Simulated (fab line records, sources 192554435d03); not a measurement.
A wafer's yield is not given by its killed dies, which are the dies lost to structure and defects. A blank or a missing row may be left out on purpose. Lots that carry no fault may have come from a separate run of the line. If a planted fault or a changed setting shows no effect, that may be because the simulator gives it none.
fab line records ; flow n5Finfet
record: lots: 7; wafers: 21
route steps=1938 shown BEOL_M14@1742 MIM_BOT_LITHO@1858 TV_OPEN@1888
startH: the number of hours between the record's first day and the start of the first shown wafer of the lot ; waitH: hours since the lot's step before ; " identical to the entry in the row above ; L1.1+2: a row that stands for several wafers ; - value missing, or start not given ; * or withheld: withheld ; < > ~ a bound
route shown NAME@n: NAME is a module with steps in the file, n the number in the route of the first one ; usual: average and standard deviation across the fault-free wafers ; same: alike in all rows ; chamber/n: place in a boat ; sites: per-site readings ; _std_site: the standard deviation of these ; _edge_site: inner sites' mean taken away from outer sites' mean ; radiusMm: how far each site lies from the wafer's centre ; mask NAME#n: copy n ; behind: the last tool/chamber to shape the wafer ; hold: what put the lot on hold/how long, in hours/how the hold closed ; device: names the non-switching transistor (n, p or np) ; end of line: tests run on the same wafers once the route is complete ; a step with no rows: only its recipe ; killed: at the first sort, the dies lost to defects and structure; wafer yield is something else ; map: the dies of a wafer, with x for killed, . for not killed, _ for no die there
set.NAME: setting as actually run; set.NAME@STEP: the setting as run at that earlier step ; model.NAME: the simulator's own value behind a step, which no gauge read
lots where settings were altered on purpose, with a table for each step and a row for each wafer
== steps ==
step: N5_BEOL_M14_EXPOSE_25
recipe: maskId: M14; na: 0.8; sourceShape: annular; sigmaInner: 0.5; sigmaOuter: 0.8; polarization: unpolarized; targetCdNm: 280; doseMj: 26.6
lot.wafer;tool;chamber;startH;waitH;mask;set.doseMj
L074.2+3;krfScanner-01;0;250.62;-;M14#0;27.1
L074.4;krfScanner-01;0;250.62;-;M14#0;26.6
L076.3+4+6;krfScanner-01;0;268.18;-;M14#0;26.6
L080.3;krfScanner-01;0;282.66;-;M14#0;25.41
L080.4+5;krfScanner-01;0;282.66;-;M14#0;26.6
L085.3;krfScanner-01;0;312.11;-;M14#0;26.6
L085.4+5;krfScanner-01;0;312.11;-;M14#0;26.03
L088.4;krfScanner-01;0;340.04;-;M14#0;26.6
L088.5+6;krfScanner-01;0;340.04;-;M14#0;24.62
L093.2+3;krfScanner-02;0;345.90;-;M14#0;26.6
L093.5;krfScanner-02;0;345.90;-;M14#0;28.42
L091.1+2+6;krfScanner-02;0;355.63;-;M14#0;26.6
step: N5_BEOL_M14_PEB_26
recipe: pebTempC: 130; pebTimeS: 90
step: N5_BEOL_M14_DEVELOP_27
recipe: developTimeS: 45; rinseLiquid: diw; dry: airSpin; devTempC: 21
step: N5_BEOL_M14_HARDBAKE_32
recipe: tempC: 130; timeS: 120
step: N5_BEOL_M14_CD_MEAS_28
recipe: targetCdNm: 284.4; landingEnergyEv: 500; detector: seInlens
usual: cdNm: 284.8/1.3
lot.wafer;tool;chamber;startH;waitH;set.doseMj@BEOL_M14_EXPOSE_25;cdNm
L074.2;cdSem-02;0;250.79;-;27.1;288.8
L074.3;cdSem-02;0;250.79;-;27.1;288.1
L074.4;cdSem-02;0;250.79;-;26.6;284.2
L076.3;cdSem-01;0;268.34;-;26.6;284.9
L076.4;cdSem-01;0;268.34;-;26.6;283.3
L076.6;cdSem-01;0;268.34;-;26.6;285.4
L080.3;cdSem-01;0;282.83;-;25.41;278.5
L080.4;cdSem-01;0;282.83;-;26.6;286.1
L080.5;cdSem-01;0;282.83;-;26.6;287.1
L085.3;cdSem-03;0;312.27;-;26.6;284.9
L085.4;cdSem-03;0;312.27;-;26.03;282.7
L085.5;cdSem-03;0;312.27;-;26.03;281.5
L088.4;cdSem-03;0;340.20;-;26.6;286.1
L088.5;cdSem-03;0;340.20;-;24.62;272.3
L088.6;cdSem-03;0;340.20;-;24.62;271.4
L093.2;cdSem-02;0;346.06;-;26.6;284.3
L093.3;cdSem-02;0;346.06;-;26.6;284.1
L093.5;cdSem-02;0;346.06;-;28.42;295.6
L091.1;cdSem-01;0;355.80;-;26.6;286.2
L091.2;cdSem-01;0;355.80;-;26.6;286.3
L091.6;cdSem-01;0;355.80;-;26.6;287.4
step: N5_BEOL_M14_DESCUM_33
recipe: chemistry: O2; timeS: 7.9; sourcePowerW: 50; biasPowerW: 20; pressureMtorr: 20; rfFrequencyHz: 2.712e+07; tempC: 40; o2FlowSccm: 225
lot.wafer;tool;chamber;startH;waitH;set.doseMj@BEOL_M14_EXPOSE_25;model.BEOL_M14.cdNm
L074.2;rieDiel-06;2;250.95;0.1;27.1;289
L074.3;rieDiel-06;1;250.95;0.1;27.1;288
L074.4;rieDiel-06;3;250.95;0.1;26.6;284
L076.3;rieDiel-05;0;268.55;0.1;26.6;285.2
L076.4;rieDiel-05;3;268.55;0.1;26.6;283.8
L076.6;rieDiel-05;0;268.55;0.1;26.6;285.4
L080.3;rieDiel-01;3;282.92;0.0;25.41;278.4
L080.4;rieDiel-01;0;282.92;0.0;26.6;286.2
L080.5;rieDiel-01;2;282.92;0.0;26.6;286.8
L085.3;rieDiel-01;1;312.63;0.3;26.6;284.8
L085.4;rieDiel-01;3;312.63;0.3;26.03;282.6
L085.5;rieDiel-01;2;312.63;0.3;26.03;281.6
L088.4;rieDiel-06;0;340.28;0.0;26.6;286
L088.5;rieDiel-06;0;340.28;0.0;24.62;272.4
L088.6;rieDiel-06;3;340.28;0.0;24.62;271.6
L093.2;rieDiel-06;0;346.15;0.0;26.6;284.4
L093.3;rieDiel-06;3;346.15;0.0;26.6;284.2
L093.5;rieDiel-06;1;346.15;0.0;28.42;295.6
L091.1+2;rieDiel-06;0,3;355.90;0.0;26.6;286.2
L091.6;rieDiel-06;2;355.90;0.0;26.6;287.2
step: N5_BEOL_M14_ETCH_67
recipe: chemistry: CF4; target: SiARC; targetDepthA: 1430; timeS: 238.3; ionEnergyEv: 80; pressureMtorr: 40; sourceW: 545; biasW: 36; Ar_flow_sccm: 100; cf4FlowSccm: 100; ends: cleared
step: N5_BEOL_M14_ETCH_68
recipe: chemistry: N2/H2; target: SOC; maskMaterial: SiARC; sourceW: 3000; biasW: 350; tempC: 40; timeS: 450; ionEnergyEv: 200; pressureMtorr: 30; n2FlowSccm: 200; h2FlowSccm: 200
lot.wafer;tool;chamber;startH;waitH;set.doseMj@BEOL_M14_EXPOSE_25;model.BEOL_M14.cdNm
L074.2;rieDiel-06;2;251.13;0.1;27.1;285.4
L074.3;rieDiel-06;1;251.13;0.1;27.1;283.8
L074.4;rieDiel-06;3;251.13;0.1;26.6;279.8
L076.3;rieDiel-05;0;268.73;0.1;26.6;282.4
L076.4;rieDiel-05;3;268.73;0.1;26.6;280.2
L076.6;rieDiel-05;0;268.73;0.1;26.6;283.8
L080.3;rieDiel-01;3;283.10;0.1;25.41;274
L080.4;rieDiel-01;0;283.10;0.1;26.6;283.2
L080.5;rieDiel-01;2;283.10;0.1;26.6;281.6
L085.3;rieDiel-01;1;312.81;0.1;26.6;282
L085.4;rieDiel-01;3;312.81;0.1;26.03;278.2
L085.5;rieDiel-01;2;312.81;0.1;26.03;276.4
L088.4;rieDiel-06;0;340.46;0.1;26.6;282.2
L088.5;rieDiel-06;0;340.46;0.1;24.62;269
L088.6;rieDiel-06;3;340.46;0.1;24.62;267
L093.2;rieDiel-06;0;346.33;0.1;26.6;279
L093.3;rieDiel-06;3;346.33;0.1;26.6;277.4
L093.5;rieDiel-06;1;346.33;0.1;28.42;291
L091.1;rieDiel-06;0;356.09;0.1;26.6;281.6
L091.2;rieDiel-06;3;356.09;0.1;26.6;280.2
L091.6;rieDiel-06;2;356.09;0.1;26.6;282.2
step: N5_BEOL_M14_TRENCH_ETCH_34
recipe: chemistry: C4F8/O2/Ar; target: SiO2; targetDepthA: 5566.5; maskMaterial: SOC; heInnerTorr: 15; heOuterTorr: 30; timeS: 126.9; ionEnergyEv: 800; pressureMtorr: 20; sourceW: 1905; biasW: 2040; Ar_flow_sccm: 400; C4F8_flow_sccm: 16; O2_flow_sccm: 12
lot.wafer;tool;chamber;startH;waitH;set.timeS;model.etch.depthNm
L074.2;rieDiel-06;2;251.40;0.0;99.99;437.3
L074.3;rieDiel-06;1;251.40;0.0;126.9;558.7
L074.4;rieDiel-06;3;251.40;0.0;126.9;571.3
L076.3;rieDiel-05;0;269.00;0.0;146.7;636.8
L076.4;rieDiel-05;3;269.00;0.0;126.9;554
L076.6;rieDiel-05;0;269.00;0.0;126.9;547.9
L080.3;rieDiel-01;3;283.37;0.0;126.9;551.4
L080.4;rieDiel-01;0;283.37;0.0;113.6;513.6
L080.5;rieDiel-01;2;283.37;0.0;126.9;561.1
L085.3;rieDiel-01;1;313.08;0.0;126.9;562.4
L085.4;rieDiel-01;3;313.08;0.0;143.5;623.8
L085.5;rieDiel-01;2;313.08;0.0;126.9;560.3
L088.4;rieDiel-06;0;340.73;0.0;143.5;632.9
L088.5;rieDiel-06;0;340.73;0.0;143.5;630.8
L088.6;rieDiel-06;3;340.73;0.0;126.9;560
L093.2;rieDiel-06;0;346.61;0.0;145.2;646.3
L093.3;rieDiel-06;3;346.61;0.0;126.9;551.2
L093.5;rieDiel-06;1;346.61;0.0;145.2;633.3
L091.1;rieDiel-06;0;356.36;0.0;126.9;559.3
L091.2;rieDiel-06;3;356.36;0.0;126.9;555.3
L091.6;rieDiel-06;2;356.36;0.0;126.9;558.5
step: N5_BEOL_M14_STRIP_70
recipe: chemistry: C4F8/O2/Ar; resist: SiARC; rfFrequencyHz: 6e+07
step: N5_BEOL_M14_OCD_MEAS_35
usual: trenchDepthNm: 560/7.6
lot.wafer;tool;chamber;startH;waitH;set.timeS@BEOL_M14_TRENCH_ETCH_34;trenchDepthNm
L074.2;ocd-01;-;251.56;0.0;99.99;437
L074.3;ocd-01;-;251.56;0.0;126.9;559
L074.4;ocd-01;-;251.56;0.0;126.9;571
L076.3;ocd-01;-;269.16;0.0;146.7;636
L076.4;ocd-01;-;269.16;0.0;126.9;554
L076.6;ocd-01;-;269.16;0.0;126.9;548
L080.3;ocd-01;-;283.53;0.0;126.9;551
L080.4;ocd-01;-;283.53;0.0;113.6;514
L080.5;ocd-01;-;283.53;0.0;126.9;562
L085.3;ocd-01;-;313.24;0.0;126.9;563
L085.4;ocd-01;-;313.24;0.0;143.5;624
L085.5;ocd-01;-;313.24;0.0;126.9;560
L088.4;ocd-01;-;340.89;0.0;143.5;633
L088.5;ocd-01;-;340.89;0.0;143.5;631
L088.6;ocd-01;-;340.89;0.0;126.9;560
L093.2;ocd-01;-;346.76;0.0;145.2;646
L093.3;ocd-01;-;346.76;0.0;126.9;551
L093.5;ocd-01;-;346.76;0.0;145.2;633
L091.1;ocd-02;-;356.51;0.0;126.9;559
L091.2;ocd-02;-;356.51;0.0;126.9;555
L091.6;ocd-02;-;356.51;0.0;126.9;558
step: N5_BEOL_M14_STRIP_37
recipe: chemistry: O2; powerW: 600; tempC: 60; pressureMtorr: 30; rfFrequencyHz: 6e+07; biasPowerW: 0; overashFraction: 0.3; o2FlowSccm: 225
step: N5_BEOL_M14_ETCH_38
recipe: chemistry: CF4/N2; target: SiCN; targetDepthA: 1065; taperDeg: 2; timeS: 120.6; ionEnergyEv: 150; maskMaterial: SiO2; pressureMtorr: 40; sourceW: 430; biasW: 70; Ar_flow_sccm: 100; cf4FlowSccm: 60; n2FlowSccm: 60
step: N5_BEOL_M14_ECD_47
recipe: material: Cu; targetThkA: 12480
step: N5_BEOL_M14_ANNEAL_48
recipe: tempC: 225; timeS: 90; ambient: N2
step: N5_BEOL_M14_CMP_49
recipe: stopOn: SiO2; tOverpolishS: 5.2; downForcePsi: 2; platenRpm: 80; clearingPlatenDownForcePsi: 2; clearingPlatenRpm: 80; postCmpClean: cuAlkaline; targetThkNm: 560; clearingPlatenPadVelocityMS: 1.5917; padVelocityMS: 1.5917
lot.wafer;tool;chamber;startH;waitH;set.timeS@BEOL_M14_TRENCH_ETCH_34;model.Cu_of_BEOL_M14_ECD_47.thkNm
L074.2;cmp-03;1;253.34;0.2;99.99;440.4
L074.3;cmp-03;2;253.34;0.2;126.9;561.6
L074.4;cmp-03;0;253.34;0.2;126.9;573.6
L076.3;cmp-04;2;273.12;0.2;146.7;640.2
L076.4;cmp-04;1;273.12;0.2;126.9;556.6
L076.6;cmp-04;3;273.12;0.2;126.9;550.8
L080.4;cmp-03;2;285.91;0.2;113.6;517.2
L080.3;cmp-03;0;285.91;0.2;126.9;556.2
L080.5;cmp-03;2;285.91;0.2;126.9;565.6
L085.3;cmp-01;0;315.44;0.2;126.9;566
L085.4;cmp-01;3;315.44;0.2;143.5;627.6
L085.5;cmp-01;0;315.44;0.2;126.9;564.2
L088.4;cmp-03;1;342.24;0.2;143.5;638.2
L088.6;cmp-03;3;342.24;0.2;126.9;563.4
L088.5;cmp-03;0;342.24;0.2;143.5;634.6
L093.3;cmp-04;3;350.14;0.2;126.9;553.4
L093.2;cmp-04;1;350.14;0.2;145.2;648.8
L093.5;cmp-04;3;350.14;0.2;145.2;634.4
L091.1;cmp-01;2;359.77;0.3;126.9;562.2
L091.2;cmp-01;3;359.77;0.3;126.9;559.8
L091.6;cmp-01;1;359.77;0.3;126.9;562
step: N5_BEOL_M14_THK_MEAS_50
recipe: thkMeasGauge: xrf; reads: Cu_of_BEOL_M14_ECD_47
usual: M14_THK: 556/8.1
lot.wafer;tool;chamber;startH;waitH;set.timeS@BEOL_M14_TRENCH_ETCH_34;M14_THK[nm]
L074.2;filmMetro-01;-;253.64;-;99.99;437
L074.3;filmMetro-01;-;253.64;-;126.9;553
L074.4;filmMetro-01;-;253.64;-;126.9;568
L076.3;filmMetro-02;-;273.41;-;146.7;629
L076.4;filmMetro-02;-;273.41;-;126.9;551
L076.6;filmMetro-02;-;273.41;-;126.9;545
L080.3;filmMetro-01;-;286.17;-;126.9;553
L080.4;filmMetro-01;-;286.17;-;113.6;515
L080.5;filmMetro-01;-;286.17;-;126.9;562
L085.3;filmMetro-01;-;315.73;-;126.9;559
L085.4;filmMetro-01;-;315.73;-;143.5;620
L085.5;filmMetro-01;-;315.73;-;126.9;560
L088.4;filmMetro-02;-;342.46;-;143.5;631
L088.5;filmMetro-02;-;342.46;-;143.5;629
L088.6;filmMetro-02;-;342.46;-;126.9;561
L093.2;filmMetro-01;-;350.44;-;145.2;637
L093.3;filmMetro-01;-;350.44;-;126.9;544
L093.5;filmMetro-01;-;350.44;-;145.2;627
L091.1;filmMetro-02;-;359.99;-;126.9;559
L091.2;filmMetro-02;-;359.99;-;126.9;555
L091.6;filmMetro-02;-;359.99;-;126.9;559
step: N5_BEOL_M14_PRE_CLEAN_52
recipe: gas: NH3; timeS: 15; tempC: withheld; rfPowerW: 300
step: N5_BEOL_M14_DEP_53
recipe: material: SiCN; targetThkA: 500; tempC: withheld; precursor: 3MS/NH3; pressureTorr: 3; rfW: 675; timeS: 17.8
step: N5_BEOL_M14_RS_MEAS_54
recipe: thkMeasGauge: four-point-probe; reads: Cu_of_BEOL_M14_ECD_47+Ta_of_BEOL_M14_SPUTTER_44+TaN_of_BEOL_M14_SPUTTER_43
usual: M14_RS: 0.0330/0.00046
lot.wafer;tool;chamber;startH;waitH;set.timeS@BEOL_M14_TRENCH_ETCH_34;M14_RS[ohm/sq]
L074.2;filmMetro-02;-;253.76;0.1;99.99;0.0425
L074.3;filmMetro-02;-;253.76;0.1;126.9;0.0331
L074.4;filmMetro-02;-;253.76;0.1;126.9;0.0324
L076.3;filmMetro-02;-;273.54;0.1;146.7;0.0290
L076.4;filmMetro-02;-;273.54;0.1;126.9;0.0334
L076.6;filmMetro-02;-;273.54;0.1;126.9;0.0337
L080.3;filmMetro-02;-;286.30;0.1;126.9;0.0334
L080.4;filmMetro-02;-;286.30;0.1;113.6;0.0360
L080.5;filmMetro-02;-;286.30;0.1;126.9;0.0327
L085.3;filmMetro-01;-;315.89;0.1;126.9;0.0329
L085.4;filmMetro-01;-;315.89;0.1;143.5;0.0295
L085.5;filmMetro-01;-;315.89;0.1;126.9;0.0330
L088.4;filmMetro-02;-;342.58;0.0;143.5;0.0290
L088.5;filmMetro-02;-;342.58;0.0;143.5;0.0292
L088.6;filmMetro-02;-;342.58;0.0;126.9;0.0331
L093.2;filmMetro-02;-;350.57;0.1;145.2;0.0286
L093.3;filmMetro-02;-;350.57;0.1;126.9;0.0337
L093.5;filmMetro-02;-;350.57;0.1;145.2;0.0293
L091.1;filmMetro-02;-;360.12;0.0;126.9;0.0330
L091.2;filmMetro-02;-;360.12;0.0;126.9;0.0332
L091.6;filmMetro-02;-;360.12;0.0;126.9;0.0331
step: N5_MIM_BOT_LITHO_EXPOSE_05
recipe: maskId: MIM_BOT; na: 0.55; sourceShape: conventional; sigmaOuter: 0.8; polarization: unpolarized; doseMj: 24.25
lot.wafer;tool;chamber;startH;waitH;mask;set.doseMj
L074.2+3;krfScanner-02;0;264.60;-;MIM_BOT#0;24.25
L074.4;krfScanner-02;0;264.60;-;MIM_BOT#0;23.24
L076.3+6;krfScanner-01;0;285.97;-;MIM_BOT#0;23.33
L076.4;krfScanner-01;0;285.97;-;MIM_BOT#0;24.25
L080.3+4;krfScanner-02;0;295.94;-;MIM_BOT#0;24.25
L080.5;krfScanner-02;0;295.94;-;MIM_BOT#0;23.02
L085.3+4+5;krfScanner-02;0;328.70;-;MIM_BOT#0;24.25
L088.4+5+6;krfScanner-02;0;354.04;-;MIM_BOT#0;24.25
L093.2+3+5;krfScanner-01;0;361.01;-;MIM_BOT#0;24.25
L091.1+2+6;krfScanner-02;0;373.07;-;MIM_BOT#0;24.25
step: N5_MIM_BOT_LITHO_PEB_06
recipe: pebTempC: withheld; pebTimeS: *
step: N5_MIM_BOT_LITHO_DEVELOP_07
recipe: developTimeS: 60; rinseLiquid: diw; dry: airSpin; devTempC: 21
step: N5_MIM_BOT_LITHO_HARDBAKE_09
recipe: tempC: 130; timeS: 120
step: N5_MIM_BOT_LITHO_CD_MEAS_08
recipe: targetCdNm: 3000; landingEnergyEv: 500; detector: seInlens; polarity: opening
usual: cdNm: 2999.9/1.5
lot.wafer;tool;chamber;startH;waitH;set.doseMj@MIM_BOT_LITHO_EXPOSE_05;cdNm
L074.2;cdSem-02;0;264.77;-;24.25;3000.1
L074.3;cdSem-02;0;264.77;-;24.25;2999.8
L074.4;cdSem-02;0;264.77;-;23.24;2992.1
L076.3;cdSem-02;0;286.13;-;23.33;2993.3
L076.4;cdSem-02;0;286.13;-;24.25;3000.2
L076.6;cdSem-02;0;286.13;-;23.33;2991.7
L080.3;cdSem-02;0;296.11;-;24.25;3001.0
L080.4;cdSem-02;0;296.11;-;24.25;3001.1
L080.5;cdSem-02;0;296.11;-;23.02;2991.2
L085.3;cdSem-03;0;328.86;-;24.25;3002.9
L085.4;cdSem-03;0;328.86;-;24.25;3002.7
L085.5;cdSem-03;0;328.86;-;24.25;3002.1
L088.4;cdSem-03;0;354.20;-;24.25;3000.9
L088.5;cdSem-03;0;354.20;-;24.25;2999.9
L088.6;cdSem-03;0;354.20;-;24.25;2999.4
L093.2;cdSem-03;0;361.18;-;24.25;2999.0
L093.3;cdSem-03;0;361.18;-;24.25;2998.1
L093.5;cdSem-03;0;361.18;-;24.25;2997.3
L091.1;cdSem-03;0;373.25;-;24.25;3001.7
L091.2;cdSem-03;0;373.25;-;24.25;3001.2
L091.6;cdSem-03;0;373.25;-;24.25;2999.8
step: N5_PASSIVATION_VIA_ETCH_13
recipe: chemistry: CHF3/O2; target: SiO2; targetDepthA: 6600; CHF3_flow_sccm: 50; O2_flow_sccm: 5; Ar_flow_sccm: 200; timeS: 330; maskMaterial: PR; pressureMtorr: 30; sourceW: 650; biasW: 170; ionEnergyEv: 200; ends: cleared
usual: rfVppV: 522/5.4
lot.wafer;tool;chamber;startH;waitH;set.sourceW;rfVppV
L074.2;rieDiel-03;1;266.52;0.0;682.8;512
L074.3;rieDiel-03;3;266.52;0.0;682.8;500
L074.4;rieDiel-03;2;266.52;0.0;650;519
L076.3;rieDiel-04;3;292.12;0.0;680.7;509
L076.4;rieDiel-04;1;292.12;0.0;650;531
L076.6;rieDiel-04;0;292.12;0.0;680.7;513
L080.3;rieDiel-02;2;297.85;0.0;701;501
L080.4;rieDiel-02;0;297.85;0.0;701;502
L080.5;rieDiel-02;2;297.85;0.0;701;500
L085.3;rieDiel-03;0;331.27;0.0;594.8;546
L085.4;rieDiel-03;1;331.27;0.0;594.8;549
L085.5;rieDiel-03;3;331.27;0.0;650;512
L088.4;rieDiel-04;2;358.54;0.0;650;518
L088.5;rieDiel-04;0;358.54;0.0;650;524
L088.6;rieDiel-04;3;358.54;0.0;650;519
L093.2;rieDiel-04;0;365.02;0.0;650;524
L093.3;rieDiel-04;1;365.02;0.0;755.4;495
L093.5;rieDiel-04;3;365.02;0.0;650;520
L091.1;rieDiel-04;2;374.99;0.0;650;518
L091.2;rieDiel-04;0;374.99;0.0;650;523
L091.6;rieDiel-04;3;374.99;0.0;650;520
== key ==
split: step: N5_BEOL_M14_EXPOSE_25; setting: doseMj; stated: 26.6; by: wafer
response: step: N5_BEOL_M14_CD_MEAS_28; reading: cdNm; change: +1.79; per: 1%; r: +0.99
response: step: N5_BEOL_M14_DESCUM_33; reading: model.BEOL_M14.cdNm; change: +1.78; per: 1%; r: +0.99
response: step: N5_BEOL_M14_ETCH_68; reading: model.BEOL_M14.cdNm; change: +1.92; per: 1%; r: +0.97
split: step: N5_BEOL_M14_TRENCH_ETCH_34; setting: timeS; stated: 126.9; by: wafer
response: step: N5_BEOL_M14_TRENCH_ETCH_34; reading: model.etch.depthNm; change: +5.56; per: 1%; r: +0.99
response: step: N5_BEOL_M14_OCD_MEAS_35; reading: trenchDepthNm; change: +5.55; per: 1%; r: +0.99
response: step: N5_BEOL_M14_CMP_49; reading: model.Cu_of_BEOL_M14_ECD_47.thkNm; change: +5.58; per: 1%; r: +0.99
response: step: N5_BEOL_M14_THK_MEAS_50; reading: M14_THK; change: +5.39; per: 1%; r: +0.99
response: step: N5_BEOL_M14_RS_MEAS_54; reading: M14_RS; change: -0.000351; per: 1%; r: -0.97
split: step: N5_MIM_BOT_LITHO_EXPOSE_05; setting: doseMj; stated: 24.25; by: wafer
response: step: N5_MIM_BOT_LITHO_CD_MEAS_08; reading: cdNm; change: +1.95; per: 1%; r: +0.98
split: step: N5_PASSIVATION_VIA_ETCH_13; setting: sourceW; stated: 650; by: wafer
response: step: N5_PASSIVATION_VIA_ETCH_13; reading: rfVppV; change: -2.36; per: 1%; r: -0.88
